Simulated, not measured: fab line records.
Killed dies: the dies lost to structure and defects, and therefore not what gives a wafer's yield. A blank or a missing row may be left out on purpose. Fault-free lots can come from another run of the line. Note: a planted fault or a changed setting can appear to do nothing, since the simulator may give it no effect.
What tool caused it? | flow n5-finfet | 28 wafers from 10 lots sampled at 6 of the route's 1938 steps

== WHAT EACH GAUGE READ, for each wafer ==
N5_BEOL_M1_RS_MEAS_58: measures by four-point-probe.
lot  | measured     | on            | M1_RS (ohm/sq)
L803 | day 6 12:41  | film-metro-02 | 0.65 0.65 0.65
L805 | day 7 02:50  | film-metro-02 | 0.64 0.58
L808 | day 7 12:55  | film-metro-02 | 0.72 0.67 0.63
L809 | day 8 19:45  | film-metro-02 | 0.66 0.69 0.67
L812 | day 8 21:50  | film-metro-01 | 0.75 0.64
L817 | day 9 21:14  | film-metro-01 | 0.65 0.65 0.63
L819 | day 11 05:50 | film-metro-01 | 0.75 0.70 0.66
L820 | day 11 06:11 | film-metro-02 | 0.68 0.61 0.69
L823 | day 12 02:25 | film-metro-02 | 0.62 0.61 0.61
L825 | day 12 13:46 | film-metro-02 | 0.68 0.66 0.70

N5_BEOL_M2_THK_MEAS_01.
lot  | measured     | on            | M2_ILD_THK (nm)
L803 | day 6 12:49  | film-metro-02 | 77.8 77.9 79.4
L805 | day 7 02:58  | film-metro-01 | 80.1 78.3
L808 | day 7 13:02  | film-metro-01 | 77.6 79.8 77.9
L809 | day 8 19:53  | film-metro-01 | 78.2 77.4 78.4
L812 | day 8 21:58  | film-metro-02 | 78.1 80.9
L817 | day 9 21:22  | film-metro-01 | 78.4 78.9 79.9
L819 | day 11 05:58 | film-metro-01 | 79.3 78.4 79.8
L820 | day 11 06:33 | film-metro-02 | 157.8 159.8 159.0
L823 | day 12 02:47 | film-metro-01 | 158.3 160.0 157.0
L825 | day 12 14:08 | film-metro-02 | 156.6 155.9 158.0

N5_BEOL_M4_RC_MEAS_101.
lot  | measured     | on        | DIBL_N (mV/V)  | DIBL_P (mV/V)  | IOFF_N (nA/um) | IOFF_P (nA/um) | ION_N (uA/um) | ION_P (uA/um) | SS_N (mV/dec)  | SS_P (mV/dec)  | VT_N (mV)   | VT_P (mV)
L803 | day 9 02:22  | prober-02 | 36.8 34.5 35.9 | 36.2 33.7 34.8 | 0.19 0.15 0.18 | 0.25 0.22 0.22 | 686 673 683   | 468 466 469   | 71.4 71.3 71.5 | 74.0 73.4 73.4 | 246 252 245 | -245 -247 -249
L805 | day 10 08:25 | prober-02 | 34.9 37.0      | 33.9 37.6      | 0.13 0.17      | 0.17 0.22      | 671 684       | 460 468       | 70.6 71.1      | 73.4 74.7      | 255 248     | -254 -252
L808 | day 10 20:36 | prober-02 | 34.7 36.8 32.4 | 35.1 38.1 33.0 | 0.13 0.17 0.10 | 0.16 0.21 0.15 | 675 687 657   | 459 468 460   | 70.9 71.0 70.7 | 73.1 73.9 71.7 | 255 249 254 | -254 -252 -254
L809 | day 11 21:37 | prober-01 | 39.1 37.9 34.6 | 39.4 39.1 33.8 | 0.21 0.18 0.12 | 0.24 0.23 0.17 | 694 666 664   | 469 461 457   | 72.9 72.4 70.8 | 74.1 73.7 73.6 | 247 250 255 | -248 -251 -254
L812 | day 11 12:14 | prober-01 | 36.6 36.9      | 35.0 35.7      | 0.16 0.18      | 0.21 0.22      | 691 697       | 467 473       | 71.0 71.7      | 73.7 73.7      | 253 249     | -253 -250
L817 | day 12 13:56 | prober-02 | 34.3 36.0 36.1 | 33.9 37.2 37.2 | 0.12 0.16 0.15 | 0.15 0.21 0.21 | 659 688 662   | 451 466 455   | 71.0 71.6 71.7 | 73.1 73.3 74.1 | 258 249 251 | -258 -253 -253
L819 | day 14 08:44 | prober-01 | 35.4 36.4 34.7 | 36.2 38.3 35.6 | 0.16 0.19 0.14 | 0.21 0.23 0.19 | 656 682 649   | 459 465 455   | 71.1 71.7 71.7 | 74.2 74.2 73.3 | 251 247 253 | -250 -251 -250

== TOOL THAT RAN EACH LOT (tool first, then ch and the chambers of the sampled wafers, then the start) ==
lot  | N5_BEOL_M1_SPUTTER_79        | N5_BEOL_M1_ANNEAL_80         | N5_BEOL_M2_ILD_DEP_00
L803 | pvd-sputter-01, day 6 10:01  | pvd-sputter-01, day 6 10:05  | pecvd-04 ch 0,1,2, day 6 12:44
L805 | pvd-sputter-03, day 7 00:11  | pvd-sputter-03, day 7 00:16  | pecvd-03 ch 0,2, day 7 02:55
L808 | pvd-sputter-03, day 7 10:19  | pvd-sputter-03, day 7 10:24  | pecvd-04 ch 0,1,2, day 7 12:59
L809 | pvd-sputter-03, day 8 17:10  | pvd-sputter-03, day 8 17:14  | pecvd-04 ch 0,1,2, day 8 19:49
L812 | pvd-sputter-02, day 8 19:08  | pvd-sputter-02, day 8 19:13  | pecvd-03 ch 0,1, day 8 21:54
L817 | pvd-sputter-01, day 9 18:38  | pvd-sputter-01, day 9 18:43  | pecvd-04 ch 0,1, day 9 21:19
L819 | pvd-sputter-01, day 11 03:11 | pvd-sputter-01, day 11 03:16 | pecvd-04 ch 0,1,2, day 11 05:53
L820 | pvd-sputter-03, day 11 03:36 | pvd-sputter-03, day 11 03:41 | pecvd-01 ch 0,2, day 11 06:15
L823 | pvd-sputter-02, day 11 23:49 | pvd-sputter-02, day 11 23:54 | pecvd-01 ch 0,1,2, day 12 02:30
L825 | pvd-sputter-03, day 12 10:48 | pvd-sputter-03, day 12 10:53 | pecvd-01 ch 1,2, day 12 13:50
- N5_BEOL_M1_SPUTTER_79: material Cu, target thk 4.5 nm, time 8.29 s.
- N5_BEOL_M1_ANNEAL_80: time 240 s.
- N5_BEOL_M2_ILD_DEP_00: deposits SiOC from DEMS/O2, target thk 79 nm, time 15.3 s.

== AS READ BY THE TOOLS THEMSELVES (means over the sampled wafers that have a number; for cases with no such wafer, the mark the record gives instead) ==
N5_BEOL_M1_SPUTTER_79.
lot  | tool           | throttle-valve-pct (%)
L803 | pvd-sputter-01 | 29.2
L805 | pvd-sputter-03 | 28.4
L808 | pvd-sputter-03 | 28.8
L809 | pvd-sputter-03 | 29.6
L812 | pvd-sputter-02 | 29.8
L817 | pvd-sputter-01 | 30.1
L819 | pvd-sputter-01 | 29.9
L820 | pvd-sputter-03 | 30.0
L823 | pvd-sputter-02 | 29.7
L825 | pvd-sputter-03 | 29.1

N5_BEOL_M1_ANNEAL_80.
lot  | tool           | heater-power-w (W)
L803 | pvd-sputter-01 | 837
L805 | pvd-sputter-03 | 848
L808 | pvd-sputter-03 | 809
L809 | pvd-sputter-03 | 816
L812 | pvd-sputter-02 | 822
L817 | pvd-sputter-01 | 868
L819 | pvd-sputter-01 | 875
L820 | pvd-sputter-03 | 820
L823 | pvd-sputter-02 | 782
L825 | pvd-sputter-03 | 840

N5_BEOL_M2_ILD_DEP_00.
lot  | tool     | heater-power-w (W) | rf-fwd-power-W (W) | showerhead-plenum-p-Torr (Torr) | throttle-valve-pct (%)
L803 | pecvd-04 | 521                | 493.5              | 5.699                           | 12.9
L805 | pecvd-03 | 628                | 493.2              | 5.699                           | 12.7
L808 | pecvd-04 | 512                | 494.7              | 5.690                           | 12.9
L809 | pecvd-04 | 486                | 493.6              | 5.692                           | 12.7
L812 | pecvd-03 | 524                | 494.0              | 5.713                           | 12.4
L817 | pecvd-04 | 462                | 495.1              | 5.718                           | 13.0
L819 | pecvd-04 | 507                | 494.3              | 5.697                           | 12.8
L820 | pecvd-01 | 475                | 496.2              | 5.692                           | 11.7
L823 | pecvd-01 | 452                | 494.8              | 5.695                           | 12.0
L825 | pecvd-01 | 491                | 494.3              | 5.693                           | 11.7

== THE ANSWER, worked out from the rows above alone ==
Rule: the usual values come from the lots themselves. The widest of any qualifying gaps counts: lots, ordered by their means at a reading, are off when they make up no more than a third of the lots, leave a main group of 4 or more, and stand apart from it by 3 or more times the standard deviation of that group's means. A main group is skipped when, at the precision printed for the reading in the tables above, its means are all equal. A lot without any number at a reading at which 4 lots or more have one is off too. Where the step has rows for the other lots, those lots are counted as sound. Order of review: gauges by route order, followed by the tools' own readings, for which a lot's mean as printed above is used. The first step at which some lot is off is used, and at that step the reading that is off furthest; a lot without a number counts as furthest.
Off: L820, L823, L825, seen at N5_BEOL_M2_THK_MEAS_01 (M2_ILD_THK). For the main group the mean is 78.8 nm and the standard deviation 0.51.
A tool fits if, at a process step before that reading, it ran every lot that is off, and no sound lot after the first of them. Gauges at N5_BEOL_M2_THK_MEAS_01: tried the same way as those tools. One fits: N5_BEOL_M2_ILD_DEP_00 on pecvd-01. It ran no sound lot before its first lot that is off in this sample, so the start can't be narrowed down.
On the lots that are off, the tool's own readings at N5_BEOL_M2_ILD_DEP_00 differ by more than 5 times the standard deviation of the sound lots' means, which bears it out; throttle-valve-pct reads 11.8 % there versus 12.8 % on the sound lots.

== WHAT WAS PUT IN BY THE SIMULATOR ==
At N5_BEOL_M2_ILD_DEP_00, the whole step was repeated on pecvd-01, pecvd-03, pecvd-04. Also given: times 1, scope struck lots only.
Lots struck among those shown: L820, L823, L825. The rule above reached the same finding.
